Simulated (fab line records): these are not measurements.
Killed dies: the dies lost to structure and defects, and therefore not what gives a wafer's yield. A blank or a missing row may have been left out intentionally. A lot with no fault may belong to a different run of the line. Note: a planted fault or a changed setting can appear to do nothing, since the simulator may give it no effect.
fab line records | flow nandHarc | part 2 of 2: steps 16 to 27 of 27
record lots=5 wafers=15 lastDay=24
route steps=1159 shown A_STAIRCASE@616
lots untouched by any fault: they come from a run of this same line in which no faults occurred
startH: hours from the record's first day to the start of the lot's first wafer shown | waitH: how many hours have passed since the lot's step before this one | " unchanged from the row above | L1.1+2: one row covering several wafers at once | - value missing, or start not given | * or withheld: withheld | < > ~ a bound
route shown NAME@n: names a module that has steps shown in the file, with the first one's number in the route | usual: mean/standard deviation taken from wafers without a fault | same: alike in all rows | chamber/n: place in a boat | sites: each site's reading | _std_site: standard deviation of those values | _edge_site: outer sites' mean less inner sites' | radiusMm: for every site, how far away it sits from the centre of the wafer | mask NAME#n: copy n | behind: the tool/chamber that last shaped the wafer | hold: why the lot was held/for how many hours/how that ended | device: the n, p or np transistor that did not switch | end of line: tests of these same wafers at the route's end | step lacking rows: just its recipe | killed: at the first sort, the dies lost to defects and structure; wafer yield is something else | map: dies across one wafer; x = killed, . = not, _ = none there
set.NAME: the setting the step ran with; set.NAME@STEP: the setting that earlier step ran with | model.NAME: the simulator's own value behind a step, which no gauge read
certain route steps with their lots: each step a table, each wafer a row
services: a tool's chamber out of use, with start hour (startH, from the record's first day; less than 0 if before it), hours out, and reason
## steps
# step NHARC_A_STAIRCASE_STRIP_239
# recipe timeS=900 tempC=130 chemistry=SPM
# usual tempC=129.99/0.14
# columns lot.wafer tool chamber startH waitH tempC
L074.4 wetBench-02 1 245.31 0.2 130.11
L074.2 " 2 " " 130.09
L074.6 " 4 " " 129.83
L075.6 wetBench-02 5 256.68 0.1 129.92
L075.5 " 7 " " 130.28
L075.4 " 2 " " 130.05
L092.6 wetBench-05 5 349.96 0.1 130.06
L092.1 " 7 " " 129.70
L092.5 " 0 " " 129.96
L095.5 wetBench-05 7 378.09 0.1 129.98
L095.4 " 0 " " 130.00
L095.6 " 2 " " 129.99
L097.1 wetBench-02 7 381.36 0.3 130.05
L097.2 " 0 " " 130.00
L097.5 " 2 " " 130.11
# step NHARC_A_STAIRCASE_PRECLEAN_240
# recipe timeS=* tempC=50 bathAgeMin=0 chemistry=SC1
# usual tempC=49.99/0.12
# same bathAgeMin=0
# columns lot.wafer tool chamber startH waitH tempC
L074.4 wetBench-02 1 - - 50.07
L074.2 " 2 " " 50.06
L074.6 " 4 " " 50.11
L075.6 wetBench-02 5 - - 49.90
L075.5 " 7 " " 49.98
L075.4 " 2 " " 49.97
L092.6 wetBench-05 5 - - 50.12
L092.1 " 7 " " 50.01
L092.5 " 0 " " 49.93
L095.5 wetBench-05 7 - - 50.00
L095.4 " 0 " " 49.96
L095.6 " 2 " " 49.82
L097.1 wetBench-02 7 - - 49.93
L097.2 " 0 " " 50.05
L097.5 " 2 " " 50.14
# step NHARC_A_STAIRCASE_SRD_241
# columns lot.wafer tool chamber startH waitH
L074.4+2+6 wetBench-02 1,2,4 - -
L075.6+5+4 wetBench-02 5,7,2 - -
L092.6+1+5 wetBench-05 5,7,0 - -
L095.5+4+6 wetBench-05 7,0,2 - -
L097.1+2+5 wetBench-02 7,0,2 - -
# step NHARC_A_STAIRCASE_DEHYDRATE_242
# recipe tempC=150 timeS=120
# usual resistLineTempC=23.03/0.098
# columns lot.wafer tool chamber startH waitH resistLineTempC
L074.2 lithoTrack-03 0 245.75 - 22.92
L074.4 " 0 " " 23.06
L074.6 " 0 " " 22.94
L075.4 lithoTrack-03 0 257.22 - 23.09
L075.5 " 0 " " 22.91
L075.6 " 0 " " 22.94
L092.1 lithoTrack-05 0 350.41 - 23.03
L092.5 " 0 " " 23.03
L092.6 " 0 " " 23.08
L095.4 lithoTrack-05 0 378.53 - 22.96
L095.5 " 0 " " 23.02
L095.6 " 0 " " 22.94
L097.1 lithoTrack-07 0 381.91 - 22.92
L097.2 " 0 " " 22.91
L097.5 " 0 " " 23.04
# step NHARC_A_STAIRCASE_HMDS_243
# recipe timeS=30
# usual resistLineTempC=23.00/0.1
# columns lot.wafer tool chamber startH waitH resistLineTempC
L074.2 lithoTrack-03 0 - - 22.88
L074.4 " 0 " " 22.93
L074.6 " 0 " " 22.95
L075.4 lithoTrack-03 0 - - 23.08
L075.5 " 0 " " 22.95
L075.6 " 0 " " 23.09
L092.1 lithoTrack-05 0 - - 23.10
L092.5 " 0 " " 23.17
L092.6 " 0 " " 22.97
L095.4 lithoTrack-05 0 - - 22.99
L095.5 " 0 " " 22.87
L095.6 " 0 " " 23.01
L097.1 lithoTrack-07 0 - - 22.98
L097.2 " 0 " " 23.08
L097.5 " 0 " " 23.09
# step NHARC_A_STAIRCASE_COAT_244
# recipe spinRpm=1200
# usual resistLineTempC=23.01/0.11
# columns lot.wafer tool chamber startH waitH resistLineTempC
L074.2 lithoTrack-03 0 - - 23.08
L074.4 " 0 " " 22.95
L074.6 " 0 " " 23.07
L075.4 lithoTrack-03 0 - - 22.95
L075.5 " 0 " " 22.87
L075.6 " 0 " " 23.08
L092.1 lithoTrack-05 0 - - 22.98
L092.5 " 0 " " 22.99
L092.6 " 0 " " 23.01
L095.4 lithoTrack-05 0 - - 22.97
L095.5 " 0 " " 23.11
L095.6 " 0 " " 23.08
L097.1 lithoTrack-07 0 - - 23.18
L097.2 " 0 " " 23.22
L097.5 " 0 " " 23.03
# step NHARC_A_STAIRCASE_SOFTBAKE_245
# recipe tempC=135 timeS=170
# usual resistLineTempC=23.03/0.1
# columns lot.wafer tool chamber startH waitH resistLineTempC
L074.2 lithoTrack-03 0 - - 22.93
L074.4 " 0 " " 22.84
L074.6 " 0 " " 22.82
L075.4 lithoTrack-03 0 - - 23.06
L075.5 " 0 " " 23.11
L075.6 " 0 " " 23.06
L092.1 lithoTrack-05 0 - - 23.31
L092.5 " 0 " " 23.07
L092.6 " 0 " " 23.14
L095.4 lithoTrack-05 0 - - 22.96
L095.5 " 0 " " 23.09
L095.6 " 0 " " 23.18
L097.1 lithoTrack-07 0 - - 22.95
L097.2 " 0 " " 22.97
L097.5 " 0 " " 23.11
# step NHARC_A_STAIRCASE_EBR_246
# usual resistLineTempC=22.98/0.11
# columns lot.wafer tool chamber startH waitH resistLineTempC
L074.2 lithoTrack-03 0 - - 22.98
L074.4 " 0 " " 22.85
L074.6 " 0 " " 23.04
L075.4 lithoTrack-03 0 - - 23.03
L075.5 " 0 " " 22.98
L075.6 " 0 " " 23.22
L092.1 lithoTrack-05 0 - - 23.01
L092.5 " 0 " " 23.19
L092.6 " 0 " " 23.13
L095.4 lithoTrack-05 0 - - 23.00
L095.5 " 0 " " 22.83
L095.6 " 0 " " 22.99
L097.1 lithoTrack-07 0 - - 23.13
L097.2 " 0 " " 23.09
L097.5 " 0 " " 23.05
# step NHARC_A_STAIRCASE_EXPOSE_247
# recipe na=0.5 doseMj=25.34 maskId=SDS_1
# columns lot.wafer tool chamber startH waitH mask
L074.2+4+6 krfScanner-03 0 246.09 - SDS_1#0
L075.4+5+6 krfScanner-02 0 257.57 - SDS_1#0
L092.1+5+6 krfScanner-01 0 350.62 - SDS_1#0
L095.4+5+6 krfScanner-01 0 378.88 - SDS_1#0
L097.1+2+5 krfScanner-03 0 382.24 - SDS_1#0
# step NHARC_A_STAIRCASE_PEB_248
# recipe pebTempC=115 pebTimeS=130
# usual resistLineTempC=23.01/0.1
# columns lot.wafer tool chamber startH waitH resistLineTempC
L074.2 lithoTrack-05 0 246.15 0.1 23.12
L074.4 " 0 " " 23.16
L074.6 " 0 " " 23.18
L075.4 lithoTrack-05 0 257.63 0.0 23.15
L075.5 " 0 " " 23.15
L075.6 " 0 " " 23.03
L092.1 lithoTrack-03 0 350.68 0.1 23.05
L092.5 " 0 " " 23.25
L092.6 " 0 " " 23.14
L095.4 lithoTrack-03 0 378.93 0.0 22.97
L095.5 " 0 " " 23.01
L095.6 " 0 " " 23.01
L097.1 lithoTrack-05 0 382.30 0.1 23.04
L097.2 " 0 " " 22.97
L097.5 " 0 " " 23.18
# step NHARC_A_STAIRCASE_DEVELOP_249
# recipe timeS=140
# usual resistLineTempC=22.99/0.12
# columns lot.wafer tool chamber startH waitH resistLineTempC
L074.2 lithoTrack-05 0 - - 22.91
L074.4 " 0 " " 22.88
L074.6 " 0 " " 22.99
L075.4 lithoTrack-05 0 - - 23.07
L075.5 " 0 " " 23.03
L075.6 " 0 " " 23.03
L092.1 lithoTrack-03 0 - - 23.18
L092.5 " 0 " " 22.93
L092.6 " 0 " " 22.97
L095.4 lithoTrack-03 0 - - 22.95
L095.5 " 0 " " 22.81
L095.6 " 0 " " 22.93
L097.1 lithoTrack-05 0 - - 22.86
L097.2 " 0 " " 22.85
L097.5 " 0 " " 22.79
# step NHARC_A_STAIRCASE_HARDBAKE_251
# recipe tempC=120 timeS=140
# usual resistLineTempC=23.00/0.1
# columns lot.wafer tool chamber startH waitH resistLineTempC
L074.2 lithoTrack-03 0 246.37 - 22.86
L074.4 " 0 " " 22.77
L074.6 " 0 " " 22.77
L075.4 lithoTrack-05 0 257.85 - 23.08
L075.5 " 0 " " 23.11
L075.6 " 0 " " 22.99
L092.1 lithoTrack-05 0 350.90 - 23.17
L092.5 " 0 " " 23.11
L092.6 " 0 " " 23.00
L095.4 lithoTrack-05 0 379.16 - 23.01
L095.5 " 0 " " 22.98
L095.6 " 0 " " 23.11
L097.1 lithoTrack-07 0 382.52 - 23.09
L097.2 " 0 " " 23.11
L097.5 " 0 " " 22.93
## services
# columns tool chamber startH hours kind
wetBench-05 - 219.67 8.0 pm
rieDiel-08 3 228.24 2.2 repair
rieDiel-01 - 233.41 0.3 repair
plasmaAsher-02 - 235.76 14.0 repair
lithoTrack-05 - 237.00 7.0 pm
rieDiel-01 3 255.91 4.9 repair
krfScanner-01 - 256.00 4.0 pm
rieDiel-13 2 260.54 17.9 repair
plasmaAsher-02 - 268.01 1.1 repair
plasmaAsher-01 - 274.53 0.4 repair
rieDiel-13 - 276.21 9.0 pm
plasmaAsher-01 - 276.29 9.0 pm
rieDiel-08 - 302.16 9.0 pm
krfScanner-02 - 309.22 5.6 repair
rieDiel-01 - 314.85 9.0 pm
krfScanner-03 - 326.10 0.9 repair
rieDiel-01 1 335.90 1.4 repair
krfScanner-01 - 336.87 1.6 repair
krfScanner-03 - 340.00 4.0 pm
krfScanner-02 - 343.70 0.2 repair
wetBench-02 - 356.00 8.0 pm
plasmaAsher-02 - 360.00 9.0 pm
lithoTrack-07 - 364.00 7.0 pm
krfScanner-02 - 373.11 0.8 repair
